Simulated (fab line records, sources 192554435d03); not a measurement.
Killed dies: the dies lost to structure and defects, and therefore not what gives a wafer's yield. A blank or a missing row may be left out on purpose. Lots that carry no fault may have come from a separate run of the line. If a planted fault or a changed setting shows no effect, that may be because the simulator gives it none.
Chamber matching | flow n5-finfet | cmp-02 running N5_HKMG_FIN_CMP_23: 4 sister chambers
The step polishes, stops on SiNx, t overpolish 10 s, target thk 46.326 nm. 4 wafers are shown with their chamber, then 7 later ones without.

EACH WAFER AND ITS CHAMBER
wafer  | chamber | motor-current-A (A)
L082.1 | 0       | 12.2
L082.4 | 2       | 12.5
L085.2 | 1       | 11.4
L085.3 | 3       | 12.6

WAFERS WHOSE CHAMBER IS MISSING
wafer  | motor-current-A (A)
L085.5 | 12.1
L095.4 | 11.2
L095.5 | 11.7
L095.6 | 13.0
L096.1 | 12.4
L096.3 | 12.4
L096.5 | 11.9

EACH ONE'S CHAMBER
wafer  | from the rows above               | in truth
L085.5 | can't be placed: 0 or 2 or 3      | 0
L095.4 | 1                                 | 1
L095.5 | can't be placed: 1 or 0           | 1
L095.6 | can't be placed: 3 or 2 or 0      | 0
L096.1 | can't be placed: 2 or 3 or 0      | 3
L096.3 | can't be placed: 2 or 3 or 0      | 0
L096.5 | can't be placed: 0 or 1 or 2 or 3 | 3
Correctly placed: 1 of 7. Not placeable from these rows: 6 (in 6, the candidates include the true chamber). 0 placed wrongly.
How it was worked out, from the rows above alone: a wafer's distance from a chamber is the root of the sum, over the readings, of the square of ((its reading less the chamber's mean) divided by the reading's scatter). If the next closest chamber is less than 2 further off than the closest, the wafer can't be placed; otherwise it belongs to the closest. The mean given for a chamber averages the wafers shown for that chamber. The scatter: root of mean squared gap, hidden wafer to nearest shown wafer, with one shown wafer a chamber.
